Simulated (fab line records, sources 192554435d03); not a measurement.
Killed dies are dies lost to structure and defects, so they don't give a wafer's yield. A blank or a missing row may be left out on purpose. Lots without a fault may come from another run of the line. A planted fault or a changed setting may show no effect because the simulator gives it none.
fab line records | flow n5_finfet
record lots=10 wafers=30 last_day=17
route steps=1938 shown BEOL_M10@1513 BEOL_M11@1542
lots that met no fault: from a run of the same line without faults
start_h: hours from the record's first day to the start of the lot's first wafer shown | wait_h: hours since the lot's step before | " the same as in the row above | L1.1+2: a row that stands for several wafers | - no value, or no start given | * or withheld: withheld | < > ~ a bound
route shown NAME@n: a module of which the file shows steps, and the number in the route of the first | usual: mean/standard deviation of fault-free wafers | same: alike in all rows | chamber/n: place in a boat | sites: the reading at each site | _std_site: their standard deviation | _edge_site: outer sites' mean less inner sites' | radius_mm: how far each site lies from the wafer's centre | mask NAME#n: copy n | behind: the tool/chamber that last shaped the wafer | hold: why the lot was held/for how many hours/how that ended | device: the transistor (n, p or np) that didn't switch | end of line: the same wafers' tests at the end of the route | a step without rows: its recipe alone | killed: dies lost to structure and defects at the first sort, not the wafer's yield | map: a wafer's dies, x killed, . not, _ none there
set.NAME: the setting as run; set.NAME@STEP: as run at that earlier step | model.NAME: the simulator's own value behind a step, which no gauge read
steps of the route over a sample of lots; a table a step, a row a wafer
services: from which hour (start_h, from the record's first day; less than 0 if before it) a tool's chamber was out of use, for how many hours, and why
## steps
# step N5_BEOL_M10_ETCH_41
# recipe chemistry=CH3F/O2 target=SiCN target_depth_a=426 taper_deg=2 time_s=86 ion_energy_ev=120 mask_material=TiN pressure_mtorr=30 source_w=395 bias_w=75 Ar_flow_sccm=150 CH3F_flow_sccm=30 O2_flow_sccm=20
# usual O2_flow_sccm=20.00/0.063 drypump_motor_current_A=5.7/0.49 oes_product_au=0.75/0.063 rf_vpp_V=297.8/1.2 showerhead_plenum_p_Torr=2.03/0.035 throttle_valve_pct=16.44/0.25
# columns lot.wafer tool chamber start_h wait_h O2_flow_sccm drypump_motor_current_A oes_product_au rf_hours_counter_h rf_vpp_V showerhead_plenum_p_Torr throttle_valve_pct
L925.3 rie_diel-05 2 - - 19.96 4.9 0.72 202 297.5 2.06 16.11
L925.4 " 1 " " 20.08 6.2 0.82 102 297.8 2.03 16.48
L925.6 " 3 " " 19.89 5.4 0.80 - 300.1 2.09 16.09
L929.1 rie_diel-05 1 - - 19.97 6.2 0.81 110 296.4 2.02 16.49
L929.2 " 0 " " 20.04 5.5 0.76 144 297.2 2.01 16.65
L929.4 " 2 " " 19.92 4.9 0.71 210 298.9 2.06 16.12
L928.1 rie_diel-06 3 - - 19.94 5.7 0.79 111 297.0 2.03 16.53
L928.3 " 2 " " 20.03 5.5 0.74 144 298.7 2.00 16.30
L928.5 " 0 " " 20.02 6.4 0.68 - 295.3 1.97 16.72
L931.1 rie_diel-02 2 - - 19.97 5.1 0.70 209 297.1 2.00 16.86
L931.2 " 3 " " 19.92 5.8 0.73 146 297.3 2.00 16.68
L931.3 " 0 " " 19.99 6.5 0.82 83 298.7 2.09 16.28
L930.2 rie_diel-05 3 - - 20.09 5.5 0.78 120 300.2 2.09 16.12
L930.5 " 2 " " 19.92 4.9 0.71 - 298.4 2.06 16.13
L930.6 " 3 " " 20.02 5.5 0.79 - 299.8 2.09 16.13
L938.1 rie_diel-05 0 - - 20.03 5.5 0.74 169 298.0 2.00 16.70
L938.5 " 1 " " 20.06 6.2 0.77 - 299.0 2.01 16.54
L938.6 " 0 " " 19.99 5.5 0.74 - 297.3 2.00 16.69
L941.1 rie_diel-06 1 - - 20.03 5.7 0.99 0 298.4 2.04 16.00
L941.3 " 3 " " 19.93 5.7 0.77 143 298.0 2.02 16.61
L941.4 " 1 " " 20.09 5.7 1.00 - 298.9 2.04 16.02
L943.1 rie_diel-05 3 - - 20.14 5.5 0.77 143 299.8 2.08 16.17
L943.2 " 2 " " 19.95 4.9 0.69 243 300.0 2.05 16.19
L943.3 " 1 " " 20.02 6.2 0.78 143 296.5 2.01 16.55
L944.2 rie_diel-02 3 - - 19.98 5.9 0.72 180 296.9 1.99 16.71
L944.3 " 2 " " 20.00 5.1 0.68 242 297.6 1.99 16.92
L944.5 " 0 " " 20.00 6.5 0.80 - 299.7 2.08 16.37
L946.1 rie_diel-05 2 - - 19.99 4.9 0.69 248 298.9 2.04 16.19
L946.3 " 0 " " 19.87 5.5 0.73 181 295.1 2.00 16.71
L946.5 " 1 " " 20.03 6.2 0.77 - 297.1 2.01 16.57
# step N5_BEOL_M11_COAT_60
# recipe resist=SiARC temp_c=220 time_s=60 spin_rpm=1500 resist_thk_nm=30
# usual spin_speed_rpm=1500.0/0.91
# columns lot.wafer tool chamber start_h wait_h spin_speed_rpm
L925.3 litho_track-02 0 232.65 - 1500.6
L925.4 " 0 " " 1499.4
L925.6 " 0 " " 1500.6
L929.1 litho_track-02 0 253.37 - 1550.7
L929.2 " 0 " " 1551.4
L929.4 " 0 " " 1549.2
L928.1 litho_track-04 0 253.44 - 1499.0
L928.3 " 0 " " 1500.9
L928.5 " 0 " " 1499.0
L931.1 litho_track-02 0 258.44 - 1551.6
L931.2 " 0 " " 1552.0
L931.3 " 0 " " 1551.2
L930.2 litho_track-02 0 260.58 - 1550.5
L930.5 " 0 " " 1549.6
L930.6 " 0 " " 1549.3
L938.1 litho_track-03 0 315.84 - 1499.5
L938.5 " 0 " " 1500.6
L938.6 " 0 " " 1499.9
L941.1 litho_track-02 0 330.59 - 1501.3
L941.3 " 0 " " 1499.1
L941.4 " 0 " " 1499.4
L943.1 litho_track-02 0 338.25 - 1499.1
L943.2 " 0 " " 1499.7
L943.3 " 0 " " 1499.5
L944.2 litho_track-02 0 345.94 - 1499.2
L944.3 " 0 " " 1501.1
L944.5 " 0 " " 1498.9
L946.1 litho_track-03 0 354.38 - 1500.6
L946.3 " 0 " " 1499.9
L946.5 " 0 " " 1501.2
# step N5_BEOL_M11_DESCUM_16
# recipe chemistry=O2 time_s=7.9 source_power_w=50 bias_power_w=20 pressure_mtorr=20 rf_frequency_hz=2.712e+07 temp_c=40 resist=CAR-ArF o2_flow_sccm=225
# usual drypump_motor_current_A=5.6/0.37 oes_product_au=0.75/0.09 rf_vpp_V=243.0/1.5 showerhead_plenum_p_Torr=2.09/0.07 throttle_valve_pct=20.62/0.24
# columns lot.wafer tool chamber start_h wait_h drypump_motor_current_A oes_product_au rf_hours_counter_h rf_vpp_V showerhead_plenum_p_Torr throttle_valve_pct
L925.3 rie_diel-04 2 233.10 0.0 5.8 0.71 200 245.8 2.17 20.21
L925.4 " 3 " " 5.9 0.69 235 243.5 2.08 21.00
L925.6 " 1 " " 6.1 0.94 - 242.6 2.04 20.18
L929.1 rie_diel-03 2 253.89 0.1 5.5 0.71 192 241.6 2.00 20.73
L929.2 " 3 " " 5.2 0.72 203 243.7 2.18 20.71
L929.4 " 1 " " 5.8 0.72 205 243.2 2.09 20.75
L928.1 rie_diel-03 0 254.14 0.2 5.6 0.72 169 245.3 2.18 20.75
L928.3 " 2 " " 5.5 0.72 192 240.5 2.00 20.73
L928.5 " 0 " " 5.7 0.71 - 244.5 2.18 20.74
L931.1 rie_diel-01 2 258.77 0.0 6.3 0.71 190 242.0 2.10 20.71
L931.2 " 0 " " 5.3 0.95 17 244.6 2.15 20.57
L931.3 " 1 " " 6.0 0.85 55 242.1 2.11 19.98
L930.2 rie_diel-04 2 260.91 0.0 5.7 0.71 210 246.4 2.17 20.23
L930.5 " 3 " " 5.9 0.70 - 244.5 2.08 21.00
L930.6 " 2 " " 5.7 0.71 - 245.2 2.17 20.24
L938.1 rie_diel-04 1 316.26 0.1 6.1 0.89 44 241.7 2.04 20.24
L938.5 " 0 " " 4.7 0.66 - 240.3 1.99 20.77
L938.6 " 1 " " 6.1 0.90 - 242.4 2.04 20.22
L941.1 rie_diel-03 1 331.05 0.0 5.7 0.70 230 242.4 2.08 20.80
L941.3 " 2 " " 5.5 0.70 212 238.7 1.99 20.77
L941.4 " 0 " " 5.6 0.69 - 244.6 2.17 20.78
L943.1 rie_diel-04 3 338.63 0.1 5.9 0.95 10 242.4 2.07 20.71
L943.2 " 1 " " 6.1 0.87 51 242.5 2.03 20.24
L943.3 " 2 " " 5.7 0.69 235 243.7 2.16 20.25
L944.2 rie_diel-03 0 346.41 0.0 5.6 0.70 201 245.0 2.17 20.79
L944.3 " 1 " " 5.7 0.70 236 243.0 2.08 20.82
L944.5 " 1 " " 5.8 0.70 - 241.6 2.08 20.79
L946.1 rie_diel-01 3 354.92 0.1 5.8 0.69 233 241.4 2.00 20.58
L946.3 " 2 " " 6.3 0.68 224 243.4 2.09 20.75
L946.5 " 3 " " 5.8 0.69 - 241.0 2.00 20.58
# step N5_BEOL_M11_ETCH_61
# recipe chemistry=CF4 target=SiARC target_depth_a=390 mask_material=CAR-ArF time_s=65 ion_energy_ev=80 pressure_mtorr=40 source_w=545 bias_w=36 Ar_flow_sccm=100 cf4_flow_sccm=100 ends=cleared
# usual drypump_motor_current_A=5.6/0.37 etch_rf_on_time_s=65.3/1.4 oes_product_au=0.64/0.078 rf_vpp_V=184.2/1.2 showerhead_plenum_p_Torr=2.14/0.065 throttle_valve_pct=15.77/0.22
# columns lot.wafer tool chamber start_h wait_h drypump_motor_current_A etch_rf_on_time_s oes_product_au rf_hours_counter_h rf_vpp_V showerhead_plenum_p_Torr throttle_valve_pct
L925.3 rie_diel-04 2 233.14 0.0 5.7 67.1 0.59 200 184.9 2.20 15.37
L925.4 " 3 " " 5.9 65.7 0.59 235 184.0 2.12 16.14
L925.6 " 1 " " 6.1 63.5 0.80 - 184.5 2.12 15.44
L929.1 rie_diel-03 2 253.93 0.0 5.5 63.9 0.62 192 182.9 2.06 15.95
L929.2 " 3 " " 5.2 63.5 0.63 203 185.6 2.22 15.96
L929.4 " 1 " " 5.7 65.0 0.61 205 183.1 2.13 15.83
L928.1 rie_diel-03 0 254.18 0.0 5.6 66.9 0.60 169 184.9 2.21 15.87
L928.3 " 2 " " 5.5 65.4 0.61 192 182.2 2.06 15.96
L928.5 " 0 " " 5.7 67.3 0.60 - 184.6 2.21 15.88
L931.1 rie_diel-01 2 258.80 0.0 6.2 64.7 0.61 190 184.1 2.12 15.77
L931.2 " 0 " " 5.3 60.1 0.82 17 183.9 2.18 15.59
L931.3 " 1 " " 6.0 63.8 0.72 55 185.1 2.17 15.26
L930.2 rie_diel-04 2 260.94 0.0 5.7 65.1 0.59 210 185.3 2.19 15.38
L930.5 " 3 " " 5.9 64.0 0.60 - 183.7 2.12 16.18
L930.6 " 2 " " 5.8 65.0 0.60 - 185.9 2.20 15.38
L938.1 rie_diel-04 1 316.30 0.0 6.1 63.3 0.77 44 183.6 2.11 15.49
L938.5 " 0 " " 4.7 65.9 0.56 - 183.8 2.02 15.83
L938.6 " 1 " " 6.1 63.5 0.76 - 184.1 2.11 15.49
L941.1 rie_diel-03 1 331.08 0.0 5.8 65.2 0.61 230 185.2 2.13 15.86
L941.3 " 2 " " 5.5 65.0 0.61 212 184.1 2.05 16.02
L941.4 " 0 " " 5.6 65.2 0.59 - 185.8 2.21 15.94
L943.1 rie_diel-04 3 338.66 0.0 5.9 62.1 0.84 10 184.0 2.11 15.73
L943.2 " 1 " " 6.0 63.9 0.75 51 185.4 2.11 15.51
L943.3 " 2 " " 5.7 65.5 0.58 235 184.5 2.19 15.42
L944.2 rie_diel-03 0 346.45 0.0 5.6 65.5 0.58 201 185.3 2.20 15.95
L944.3 " 1 " " 5.8 64.9 0.60 236 184.6 2.12 15.88
L944.5 " 1 " " 5.8 65.2 0.60 - 184.0 2.12 15.89
L946.1 rie_diel-01 3 354.95 0.0 5.8 67.4 0.58 233 182.3 2.04 15.71
L946.3 " 2 " " 6.2 66.1 0.59 224 183.8 2.11 15.82
L946.5 " 3 " " 5.8 68.1 0.58 - 182.9 2.04 15.72
## services
# columns tool chamber start_h hours kind
rie_diel-01 1 203.57 15.6 repair
rie_diel-06 3 211.16 15.1 repair
rie_diel-02 2 226.34 13.2 repair
rie_diel-06 1 233.21 4.6 repair
rie_diel-04 0 241.77 2.9 repair
rie_diel-06 - 242.52 0.3 repair
rie_diel-03 3 243.02 4.6 repair
rie_diel-04 3 266.66 7.7 repair
rie_diel-04 3 288.44 - clean
rie_diel-04 3 288.44 - consumable_replace:focus_ring
rie_diel-04 3 288.44 14.5 scheduled_down
rie_diel-04 3 288.44 14.5 vent_cycle
rie_diel-06 0 289.58 6.3 repair
rie_diel-05 3 300.97 6.5 repair
rie_diel-03 2 305.25 9.0 repair
rie_diel-01 3 312.30 7.9 repair
rie_diel-02 0 313.14 13.1 repair
rie_diel-01 0 314.42 5.3 repair
rie_diel-01 0 332.02 2.5 repair
rie_diel-04 0 340.23 7.5 repair
rie_diel-04 2 341.48 8.4 repair
rie_diel-04 0 350.00 - clean
rie_diel-04 0 350.00 - consumable_replace:focus_ring
rie_diel-03 - 354.71 1.2 repair
## key
first_sign step=N5_BEOL_M11_COAT_60 reading=spin_speed_rpm direction=up sigmas=56 usual=* struck=*
effect none on later readings
met_at N5_BEOL_M11_COAT_60
struck_lots L929,L930,L931
not_acting_at N5_BEOL_M10_ETCH_41,N5_BEOL_M11_DESCUM_16,N5_BEOL_M11_ETCH_61
onset_between 232.65 253.37
fault kind=process_parameter_drift tool=litho_track-02 chamber=- onset_h=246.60 steps=N5_BEOL_M11_COAT_60 channel=spin_rpm offset=* shape=step end_h=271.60 acts_in=* stated=*
